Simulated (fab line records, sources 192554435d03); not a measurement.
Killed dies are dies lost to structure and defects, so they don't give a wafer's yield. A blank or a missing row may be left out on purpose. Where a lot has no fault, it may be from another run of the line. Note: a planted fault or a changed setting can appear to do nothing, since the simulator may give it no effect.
A lot that was struck, set against a sound lot	flow n5 finfet	14 out of 1938 route steps
Sound: these wafers, L340.3, L340.4, L340.6. Struck: wafer L342.2 (L342.4, L342.5, from the same lot, were not struck and are left out); the cause is given at the end.
At each step with rows: each side's tool, then ch and its chambers, then its first start. Under that, the readings that differ: sound wafers	struck wafers	difference of the means	sigmas: that difference in standard deviations of wafers without a fault.
alike: a reading whose means differ by less than 2 such deviations, as well as words and numbers matching on both sides. not compared: withheld readings; readings where some wafer has no value; bounds like >300 that might hide an equal value; numbers whose values overlap and for which the record gives no deviation.
A row with sigmas, a row that says differs or no value, or rows on one side alone: a step with any of these is where the two part. When numbers do not overlap yet have no deviation, they are printed without sigmas and do not part them. A reading missing from all wafers of one side parts the sides only when that side holds two or more wafers.

first, 2 steps without rows for these wafers: N5_BEOL_M15_STRIP_62 (strips in O2); N5_BEOL_M15_STRIP_37 (strips in O2).
N5_BEOL_M15_ETCH_38: etches SiCN in CF4/N2, target depth 106.4 nm, time 120.5 s.
  sound on rie diel-03 ch 0,1; struck on rie diel-03 ch 2
  alike: drypump motor current A, oes product au, rf fwd power W, rf vpp V, showerhead plenum p Torr, throttle valve pct
  not compared: rf hours counter h
then, 2 steps without rows for these wafers: N5_BEOL_M15_PRECLEAN_39 (cleans in residue remover, time 60 s); N5_BEOL_M15_SRD_40 (time 30 s, dry time 30 s).
N5_BEOL_M15_DEGAS_41: time 60 s.
  sound on pvd sputter-02, day 14 01:08; struck on pvd sputter-01, day 14 09:16
  alike: heater power w
then, 1 step without rows for these wafers: N5_BEOL_M15_PRE_CLEAN_42 (time 30 s).
N5_BEOL_M15_SPUTTER_43: material TaN, target thk 15 nm, time 24.19 s.
  sound on pvd sputter-02, day 14 01:13; struck on pvd sputter-01, day 14 09:21
  alike: chamber pressure pa, throttle valve pct
N5_BEOL_M15_SPUTTER_44: material Ta, target thk 15 nm, time 24.19 s.
  sound on pvd sputter-02, day 14 01:17; struck on pvd sputter-01, day 14 09:26
  alike: chamber pressure pa, throttle valve pct
then, 2 steps without rows for these wafers: N5_BEOL_M15_SPUTTER_45 (material Cu, target thk 100 nm, time 16.67 s); N5_BEOL_M15_ECD_47 (material Cu, target thk 1860 nm).
N5_BEOL_M15_ANNEAL_48: time 90 s.
  sound on rtp anneal-02 ch 0, day 14 01:57; struck on rtp anneal-02 ch 0, day 14 09:55
  alike: wafer_temp_C_max
N5_BEOL_M15_CMP_49: polishes, stops on SiO2, t overpolish 4.9 s, target thk 850 nm.
  sound on cmp-03 ch 0,1,3, day 14 02:11; struck on cmp-03 ch 0, day 14 10:10
reading	sound	struck	difference	sigmas
barrier field endpoint s (s)	11.26 11.24 11.28	6.21	-5.05	-20
clearing platen down force psi (psi)	2.008 2.001 2.003	1.992	-0.012	-3
edge zone pressure frac	0.995 0.996 0.996	1.006	+0.010	+2
  alike: motor current A, overpolish run s, slurry flow ml min
N5_PASSIVATION_PROBE_49:
  only the struck wafers here have rows in the record (prober-02, day 15 01:55); the sound ones have none

== WHERE THEY PART ==
At N5_BEOL_M15_CMP_49 first; at N5_PASSIVATION_PROBE_49 last (within this record only).

WHY: the cause the simulator had injected
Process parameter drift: cmp-03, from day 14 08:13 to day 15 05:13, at N5_BEOL_M15_CMP_49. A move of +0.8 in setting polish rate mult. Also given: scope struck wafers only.
